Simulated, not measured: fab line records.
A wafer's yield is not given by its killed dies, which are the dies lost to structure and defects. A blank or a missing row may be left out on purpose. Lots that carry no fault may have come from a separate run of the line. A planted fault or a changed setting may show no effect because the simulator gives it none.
Struck lot and sound lot, side by side | flow n5-finfet | 15 out of 1938 route steps
Sound: wafers L605.1, L605.3, L605.4. Struck: wafer L608.4; the same lot's L608.2 was not struck, so it is left out; see the end for the cause.
Order at every step that has rows: each side's tool, ch and its chambers, its first start. Under that, the readings that differ: sound wafers | struck wafers | difference of the means | sigmas: that difference in standard deviations of wafers without a fault.
alike: a reading whose means differ by less than 2 such deviations, as well as words and numbers matching on both sides. not compared: withheld readings; readings where some wafer has no value; bounds like >300 that might hide an equal value; numbers whose values overlap and for which the record gives no deviation.
Wherever a step has rows on one side only, a row that says differs or no value, or a row with sigmas, the two part there. When numbers do not overlap yet have no deviation, they are printed without sigmas and do not part them. A reading missing from all wafers of one side parts the sides only when that side holds two or more wafers.

first, 7 steps without rows for these wafers: N5_BEOL_M5_COAT_71 (time 60 s, resist thk 5 nm); N5_BEOL_M5_COAT_05 (resist thk 30 nm); N5_BEOL_M5_EBR_07; N5_BEOL_M5_SOFTBAKE_06 (time 60 s); N5_BEOL_M5_EXPOSE_08 (exposes mask M5, target cd 28 nm); N5_BEOL_M5_PEB_09 (peb time 60 s); N5_BEOL_M5_DEVELOP_10 (develop time 30 s).
N5_BEOL_M5_CD_MEAS_11: the cd target is 27.74 nm.
  sound on cd-sem-01 ch 0, day 11 21:10; struck on cd-sem-03 ch 0, day 12 21:49
  alike: cd-nm
N5_BEOL_M5_OVL_MEAS_12:
  sound on overlay-02 ch 0, day 11 21:12; struck on overlay-01 ch 0, day 12 21:50
  alike: M5_OVL
N5_BEOL_M5_INSPECT_13: inspects for defects (brightfield).
  struck on defect-inspect-02, day 12 21:54; sound on defect-inspect-02, day 11 21:16
  alike: raw-defect-count
N5_BEOL_M5_DESCUM_16: chemistry O2, time 7 s.
  sound on rie-diel-06 ch 0,1,3, day 11 21:21; struck on rie-diel-06 ch 3, day 12 23:54
  reading                | sound     | struck | difference | sigmas
  rf-hours-counter-h (h) | 55 35 171 | 178    | +91        |
  alike: drypump-motor-current-A, oes-product-au, rf-vpp-V, showerhead-plenum-p-Torr, throttle-valve-pct
N5_BEOL_M5_ETCH_72: etches underlayer in N2/H2, target depth 6.5 nm, time 5.2 s.
  sound on rie-diel-06 ch 0,1,3, day 11 21:23; struck on rie-diel-06 ch 3, day 12 23:56
  reading                | sound     | struck | difference | sigmas
  rf-hours-counter-h (h) | 55 35 171 | 178    | +91        |
  alike: drypump-motor-current-A, etch-rf-on-time-s, oes-product-au, rf-vpp-V, showerhead-plenum-p-Torr, throttle-valve-pct
N5_BEOL_M5_ETCH_61: etches SiARC in CF4, target depth 15.6 nm, time 26 s.
  sound on rie-diel-06 ch 0,1,3, day 11 21:24; struck on rie-diel-06 ch 3, day 12 23:57
  reading                | sound             | struck | difference | sigmas
  etch-rf-on-time-s (s)  | 26.0 24.6 26.5    | 17.3   | -8.4       | -13
  rf-hours-counter-h (h) | 55 35 171         | 178    | +91        |
  rf-vpp-V (V)           | 183.8 186.1 185.3 | 182.8  | -2.3       | -2
  alike: drypump-motor-current-A, mfc-ar-sccm, oes-product-au, showerhead-plenum-p-Torr, throttle-valve-pct
N5_BEOL_M5_ETCH_62: etches SOC in N2/H2, target depth 75 nm, overetch 15 nm, time 112.5 s.
  sound on rie-diel-06 ch 0,1,3, day 11 21:26; struck on rie-diel-06 ch 3, day 12 23:59
  reading                | sound     | struck | difference | sigmas
  rf-hours-counter-h (h) | 55 35 171 | 178    | +91        |
  alike: drypump-motor-current-A, oes-product-au, rf-vpp-V, showerhead-plenum-p-Torr, throttle-valve-pct
N5_PASSIVATION_PROBE_49:
  the record holds rows for the sound wafers here (prober-02, day 16 17:03) but none for the struck ones

== WHERE THEY PART ==
First at N5_BEOL_M5_ETCH_61; last, within this record, at N5_PASSIVATION_PROBE_49.

WHY: what had been put in by the simulator
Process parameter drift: rie-diel-06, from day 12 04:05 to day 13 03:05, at N5_BEOL_M5_ETCH_61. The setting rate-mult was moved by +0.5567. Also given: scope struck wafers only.
